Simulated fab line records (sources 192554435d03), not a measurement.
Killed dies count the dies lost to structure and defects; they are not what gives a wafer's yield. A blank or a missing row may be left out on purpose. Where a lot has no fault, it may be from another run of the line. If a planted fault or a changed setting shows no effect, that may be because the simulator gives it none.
Chamber matching | flow n5-finfet | 4 sister chambers for N5_BEOL_M6_DESCUM_16 on rie-diel-02
The step chemistry O2, time 7.9 s. 8 wafers are shown with their chamber, then 8 later ones without.

## WAFERS, EACH WITH ITS CHAMBER
wafer  | chamber | drypump-motor-current-A (A) | showerhead-plenum-p-Torr (Torr)
L075.5 | 2       | 5.5                         | 2.08
L079.5 | 0       | 5.7                         | 2.15
L089.4 | 3       | 5.1                         | 2.15
L089.5 | 2       | 5.5                         | 2.07
L092.2 | 1       | 4.7                         | 2.09
L092.5 | 1       | 4.7                         | 2.10
L092.6 | 0       | 5.6                         | 2.14
L091.1 | 3       | 5.1                         | 2.15

## WAFERS WITH NO CHAMBER GIVEN
wafer  | drypump-motor-current-A (A) | showerhead-plenum-p-Torr (Torr)
L091.3 | 4.7                         | 2.09
L091.6 | 5.7                         | 2.14
L094.1 | 4.7                         | 2.09
L094.2 | 5.7                         | 2.14
L094.3 | 5.1                         | 2.15
L097.1 | 5.1                         | 2.14
L097.3 | 5.5                         | 2.07
L097.6 | 4.7                         | 2.09

## THE CHAMBER EACH PASSED THROUGH
wafer  | from the rows above | in truth
L091.3 | 1                   | 1
L091.6 | 0                   | 0
L094.1 | 1                   | 1
L094.2 | 0                   | 0
L094.3 | 3                   | 3
L097.1 | 3                   | 3
L097.3 | 2                   | 2
L097.6 | 1                   | 1
Correct placement for 8 of the 8. Left unplaced by these rows: 0. Placed wrongly: 0.
How it was worked out, from the rows above alone: a wafer's distance from a chamber is the root of the sum, over the readings, of the square of ((its reading less the chamber's mean) divided by the reading's scatter). The wafer belongs to the nearest chamber; if the next one is less than 2 further off, it can't be placed. For every chamber, the mean is computed from those of its wafers that are shown. The scatter is the square root of a quotient: the sum, over the shown wafers, of each reading's squared deviation from its chamber's mean, divided by wafers minus chambers.
